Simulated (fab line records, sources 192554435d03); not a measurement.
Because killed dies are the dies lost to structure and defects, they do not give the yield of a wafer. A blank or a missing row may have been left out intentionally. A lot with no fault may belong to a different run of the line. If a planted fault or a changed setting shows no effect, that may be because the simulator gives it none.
Split-lot experiment | flow n5-finfet | on a route of 1938 steps: 7 lots, 39 wafers read

## THE SPLIT ITSELF
At N5_MIM_BOT_ETCH_ETCH_04 (etches SiNx in CF4/O2, target depth 26 nm, time 13 s), the setting time-s was moved away from the recipe's 13 s on 15 of the 39 wafers read, by -33.3% to +54.5%. All remaining wafers had this setting at the recipe value.

The reading is taken at the split's own step.

## THE READING
MIM_BOT_ETCH.cd-offset-nm (the simulator's own value, which no gauge read), in nm, at N5_MIM_BOT_ETCH_ETCH_04 (etches SiNx in CF4/O2, target depth 26 nm, time 13 s). There is no usual value for it anywhere in the file. The 24 wafers here that ran the recipe average 0.0 nm, standard deviation 0.08 nm.

wafer  | tool, chamber at the split | time-s as run, s | against the recipe | MIM_BOT_ETCH.cd-offset-nm, nm | against lot-mates on the recipe
L074.1 | rie-diel-01, 0             | 13               | recipe             | 0                             | -
L074.2 | rie-diel-01, 3             | 19.35            | +48.8%             | -0.6                          | -0.7
L074.3 | rie-diel-01, 1             | 13               | recipe             | 0.2                           | -
L074.4 | rie-diel-01, 2             | 19.35            | +48.8%             | -0.6                          | -0.7
L074.5 | rie-diel-01, 0             | 13               | recipe             | 0                             | -
L074.6 | rie-diel-01, 3             | 19.35            | +48.8%             | -0.6                          | -0.7
L077.1 | rie-diel-01, 1             | 13               | recipe             | 0                             | -
L077.2 | rie-diel-01, 0             | 16.35            | +25.8%             | -0.2                          | -0.2
L077.3 | rie-diel-01, 2             | 13               | recipe             | 0                             | -
L077.4 | rie-diel-01, 3             | 16.35            | +25.8%             | -0.4                          | -0.4
L077.5 | rie-diel-01, 3             | 13               | recipe             | 0                             | -
L077.6 | rie-diel-01, 0             | 16.35            | +25.8%             | -0.4                          | -0.4
L078.1 | rie-diel-04, 0             | 13               | recipe             | 0                             | -
L078.2 | rie-diel-04, 3             | 13               | recipe             | 0                             | -
L078.3 | rie-diel-04, 1             | 13               | recipe             | 0                             | -
L078.4 | rie-diel-04, 2             | 13               | recipe             | 0                             | -
L078.5 | rie-diel-04, 0             | 13               | recipe             | 0                             | -
L078.6 | rie-diel-04, 3             | 13               | recipe             | 0.2                           | -
L086.1 | rie-diel-01, 2             | 20.09            | +54.5%             | -0.6                          | -0.5
L086.2 | rie-diel-01, 1             | 20.09            | +54.5%             | -0.6                          | -0.5
L086.3 | rie-diel-01, 0             | 13               | recipe             | 0                             | -
L086.5 | rie-diel-01, 0             | 13               | recipe             | 0                             | -
L086.4 | rie-diel-01, 1             | 20.09            | +54.5%             | -0.6                          | -0.5
L086.6 | rie-diel-01, 2             | 13               | recipe             | -0.2                          | -
L088.1 | rie-diel-06, 2             | 13               | recipe             | 0                             | -
L088.2 | rie-diel-06, 1             | 8.672            | -33.3%             | 0.2                           | +0.1
L088.3 | rie-diel-06, 3             | 8.672            | -33.3%             | 0.4                           | +0.3
L088.4 | rie-diel-06, 1             | 8.672            | -33.3%             | 0.4                           | +0.3
L088.5 | rie-diel-06, 2             | 13               | recipe             | 0                             | -
L088.6 | rie-diel-06, 3             | 13               | recipe             | 0.2                           | -
L089.2 | rie-diel-06, 2             | 13               | recipe             | 0                             | -
L089.3 | rie-diel-06, 3             | 13               | recipe             | 0                             | -
L089.4 | rie-diel-06, 1             | 13               | recipe             | 0                             | -
L090.1 | rie-diel-06, 1             | 17.18            | +32.2%             | -0.2                          | -0.2
L090.2 | rie-diel-06, 3             | 13               | recipe             | 0                             | -
L090.3 | rie-diel-06, 0             | 13               | recipe             | 0                             | -
L090.4 | rie-diel-06, 0             | 17.18            | +32.2%             | -0.4                          | -0.4
L090.5 | rie-diel-06, 1             | 17.18            | +32.2%             | -0.2                          | -0.2
L090.6 | rie-diel-06, 3             | 13               | recipe             | 0                             | -

FIT RESULTS
A straight line over all 39 wafers: MIM_BOT_ETCH.cd-offset-nm changes by -0.0112 nm for each +1% of time-s; r = -0.95; the points scatter about the line by 0.088 nm.
The same after taking each lot's own level away (the mean of its wafers on the recipe; 39 wafers): -0.0105 nm for each +1%; r = -0.94; scatter 0.091 nm.
The reading moves by 0.57 nm for the largest change in time-s, on that fit.
Measured against the standard deviation above, the lots' own levels, which go from -0.07 to 0.07 nm, span 1.7 times it.
Consequently the slope shifts little with the lot-to-lot level, the two slopes agreeing.
Check: -0.595 nm against its lot-mates is what the line predicts for one of the wafers moved furthest among these (+54.5%) when that wafer is left out of the fit. Against them it came out at -0.533 nm.

## FURTHER SPLITS ON THESE WAFERS
Note: prior to the reading, these wafers also went through further splits. Each is held against what the fit with the lots' levels taken away leaves over:
other split on the same wafers     | wafers away from the commonest value | r with MIM_BOT_ETCH.cd-offset-nm (lot level and that fit taken away)
N5_BEOL_M4_DESCUM_33 time-s        | 9                                    | -0.22
N5_BEOL_M5_HM_DEP_02 target-thk-a  | 9                                    | +0.10
N5_BEOL_M9_HM_DEP_02 target-thk-a  | 15                                   | +0.03
N5_BEOL_M12_DEP_53 target-thk-a    | 15                                   | -0.25
N5_BEOL_M14_ETCH_68 target-depth-a | 12                                   | -0.03

## THE WHOLE CHAIN: every reading that the file lists as answering this split, in the file's order
step                    | what it does                                         | reading                                                                    | change (the file's fit)                | r (the file's)
N5_MIM_BOT_ETCH_ETCH_04 | etches SiNx in CF4/O2, target depth 26 nm, time 13 s | etch.depth-nm (the simulator's own value, which no gauge read)             | +0.261 nm for each +1% of the setting  | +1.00
N5_MIM_BOT_ETCH_ETCH_04 | etches SiNx in CF4/O2, target depth 26 nm, time 13 s | MIM_BOT_ETCH.cd-offset-nm (the simulator's own value, which no gauge read) | -0.0107 nm for each +1% of the setting | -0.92

## FILE'S OWN FIT
MIM_BOT_ETCH.cd-offset-nm changes by -0.0107 nm for each +1% of time-s, r = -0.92.
